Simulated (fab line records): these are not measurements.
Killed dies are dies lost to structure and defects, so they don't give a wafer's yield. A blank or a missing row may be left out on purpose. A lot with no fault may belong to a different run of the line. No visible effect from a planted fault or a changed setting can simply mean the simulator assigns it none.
Which tool did it?    flow nandHarc    72 wafers from 24 lots sampled at 2 of the route's 1302 steps

WHAT THE GAUGES READ, wafer by wafer
NHARC_A_BLC_CD_MEAS_19.
lot   measured      on        cdNm (nm)
L075  day 22 19:16  cdSem-02  101.2 99.7 100.1
L077  day 23 04:46  cdSem-03  103.4 99.7 99.3
L076  day 23 10:38  cdSem-02  96.7 97.6 95.6
L078  day 23 12:51  cdSem-03  102.2 101.2 100.1
L074  day 23 13:35  cdSem-03  100.0 102.6 103.3
L081  day 24 12:16  cdSem-01  100.9 99.7 100.7
L079  day 24 14:07  cdSem-01  99.3 98.6 98.4
L080  day 24 16:14  cdSem-01  98.1 100.1 100.5
L083  day 25 21:06  cdSem-02  102.4 99.6 100.0
L082  day 26 00:53  cdSem-01  99.1 102.0 101.7
L085  day 26 22:57  cdSem-02  99.2 101.9 97.0
L084  day 27 10:50  cdSem-02  96.1 98.0 97.9
L086  day 27 15:19  cdSem-02  100.2 97.7 101.8
L087  day 28 15:38  cdSem-03  100.5 95.3 96.8
L090  day 28 15:56  cdSem-03  104.0 101.5 102.4
L088  day 28 20:06  cdSem-02  99.2 101.1 102.2
L089  day 28 22:08  cdSem-02  103.4 101.0 98.8
L091  day 29 03:38  cdSem-01  101.5 97.6 99.3
L092  day 30 09:41  cdSem-02  105.2 98.1 103.2
L093  day 30 19:02  cdSem-01  101.6 100.6 102.3
L095  day 31 17:27  cdSem-01  105.2 101.6 98.5
L096  day 31 19:27  cdSem-02  102.9 98.9 99.1
L094  day 31 22:58  cdSem-01  101.6 101.7 99.6
L097  day 32 14:02  cdSem-01  99.8 100.3 102.8

TOOL THAT RAN EACH LOT (tool first, then ch and the chambers of the sampled wafers, then the start)
lot   NHARC_A_BLC_ETCH_18
L075  rieDiel-10 ch 0,1,2, day 22 19:16 or earlier
L077  rieDiel-01 ch 0,1,3, day 23 04:46 or earlier
L076  rieDiel-10 ch 0,1, day 23 10:38 or earlier
L078  rieDiel-10 ch 0,1, day 23 12:51 or earlier
L074  rieDiel-01 ch 0,1,3, day 23 13:35 or earlier
L081  rieDiel-10 ch 1,2,3, day 24 12:16 or earlier
L079  rieDiel-13 ch 0,2, day 24 14:07 or earlier
L080  rieDiel-01 ch 2,3, day 24 16:14 or earlier
L083  rieDiel-01 ch 1,2,3, day 25 21:06 or earlier
L082  rieDiel-01 ch 0,2, day 26 00:53 or earlier
L085  rieDiel-01 ch 0,1,2, day 26 22:57 or earlier
L084  rieDiel-01 ch 0,1,3, day 27 10:50 or earlier
L086  rieDiel-10 ch 0,1,3, day 27 15:19 or earlier
L087  rieDiel-01 ch 0,1,2, day 28 15:38 or earlier
L090  rieDiel-10 ch 2,3, day 28 15:56 or earlier
L088  rieDiel-10 ch 0,1,3, day 28 20:06 or earlier
L089  rieDiel-10 ch 0,1,2, day 28 22:08 or earlier
L091  rieDiel-01 ch 0,1,3, day 29 03:38 or earlier
L092  rieDiel-10 ch 0,1,3, day 30 09:41 or earlier
L093  rieDiel-13 ch 0,2,3, day 30 19:02 or earlier
L095  rieDiel-10 ch 0,1,3, day 31 17:27 or earlier
L096  rieDiel-10 ch 0,1,3, day 31 19:27 or earlier
L094  rieDiel-10 ch 0,2,3, day 31 22:58 or earlier
L097  rieDiel-10 ch 0,3, day 32 14:02 or earlier
- NHARC_A_BLC_ETCH_18: etches the open film in C4F8/O2/Ar, target depth 910 nm.

WHAT THE TOOLS THEMSELVES READ (means of the sampled wafers that have a number; where no wafer has one, the mark that the record gives instead)
NHARC_A_BLC_ETCH_18.
lot   tool        oesProductAu (a.u.)  rfVppV (V)
L075  rieDiel-10  0.969                980
L077  rieDiel-01  0.920                977
L076  rieDiel-10  0.931                977
L078  rieDiel-10  0.936                978
L074  rieDiel-01  0.926                976
L081  rieDiel-10  0.956                981
L079  rieDiel-13  0.961                982
L080  rieDiel-01  0.951                976
L083  rieDiel-01  0.973                974
L082  rieDiel-01  0.984                975
L085  rieDiel-01  0.978                973
L084  rieDiel-01  0.975                977
L086  rieDiel-10  0.978                982
L087  rieDiel-01  0.932                973
L090  rieDiel-10  0.957                984
L088  rieDiel-10  0.968                982
L089  rieDiel-10  0.954                979
L091  rieDiel-01  0.928                976
L092  rieDiel-10  0.944                981
L093  rieDiel-13  0.958                981
L095  rieDiel-10  0.959                981
L096  rieDiel-10  0.964                982
L094  rieDiel-10  0.918                984
L097  rieDiel-10  0.919                985

THE ANSWER, worked out from the rows above alone
Rule: usual is defined by the lots themselves. The widest of any qualifying gaps counts: lots, ordered by their means at a reading, are off when they make up no more than a third of the lots, leave a main group of 4 or more, and stand apart from it by 3 or more times the standard deviation of that group's means. A main group is skipped when, at the precision printed for the reading in the tables above, its means are all equal. Also off: a lot with no number at a reading for which 4 or more lots have one. The other lots that the step has rows for count as sound. After the gauges, taken in route order, come the tools' own readings; for these a lot's mean is taken, as printed above. The first step at which some lot is off is used, and at that step the reading that is off furthest; a lot without a number counts as furthest.
Across all readings shown, no lot is off: no conclusion can be drawn from this.

WHAT THE SIMULATOR HAD PUT IN
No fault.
